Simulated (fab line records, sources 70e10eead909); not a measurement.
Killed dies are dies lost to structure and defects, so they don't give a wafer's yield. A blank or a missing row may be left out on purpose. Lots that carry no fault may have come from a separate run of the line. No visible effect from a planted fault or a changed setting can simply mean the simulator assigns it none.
Matching of chambers	flow nand-harc	pecvd-04 running NHARC_A_CONTACT_DEP_85: 3 sister chambers
The step deposits SiON, target thk 60 nm. 6 wafers are shown with their chamber, then 12 later ones without.

WAFERS PAIRED WITH THEIR CHAMBERS
wafer	chamber	heater-power-w (W)
L082.2	1	815
L082.4	0	833
L082.5	1	825
L083.3	2	790
L083.4	0	799
L083.5	2	817

WAFERS WHOSE CHAMBER IS MISSING
wafer	heater-power-w (W)
L085.1	766
L085.4	760
L085.6	781
L086.1	778
L086.4	787
L086.5	801
L087.2	880
L087.4	869
L087.5	804
L091.1	866
L091.3	805
L091.4	863

CHAMBER TAKEN BY EACH
wafer	from the rows above	in truth
L085.1	can't be placed: 2 or 0 or 1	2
L085.4	can't be placed: 2 or 0 or 1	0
L085.6	can't be placed: 2 or 0 or 1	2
L086.1	can't be placed: 2 or 0 or 1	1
L086.4	can't be placed: 2 or 0 or 1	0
L086.5	can't be placed: 2 or 0 or 1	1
L087.2	can't be placed: 1 or 0 or 2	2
L087.4	can't be placed: 1 or 0 or 2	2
L087.5	can't be placed: 2 or 0 or 1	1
L091.1	can't be placed: 1 or 0 or 2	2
L091.3	can't be placed: 2 or 0 or 1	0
L091.4	can't be placed: 1 or 0 or 2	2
Correctly placed: 0 of 12. Not placeable from these rows: 12 (in 12, the candidates include the true chamber). Placed wrongly: 0.
How it was worked out, from the rows above alone: a wafer's distance from a chamber is the root of the sum, over the readings, of the square of ((its reading less the chamber's mean) divided by the reading's scatter). The wafer belongs to the nearest chamber; if the next one is less than 2 further off, it can't be placed. The mean given for a chamber averages the wafers shown for that chamber. The scatter is the square root of a quotient: the sum, over the shown wafers, of each reading's squared deviation from its chamber's mean, divided by wafers minus chambers.
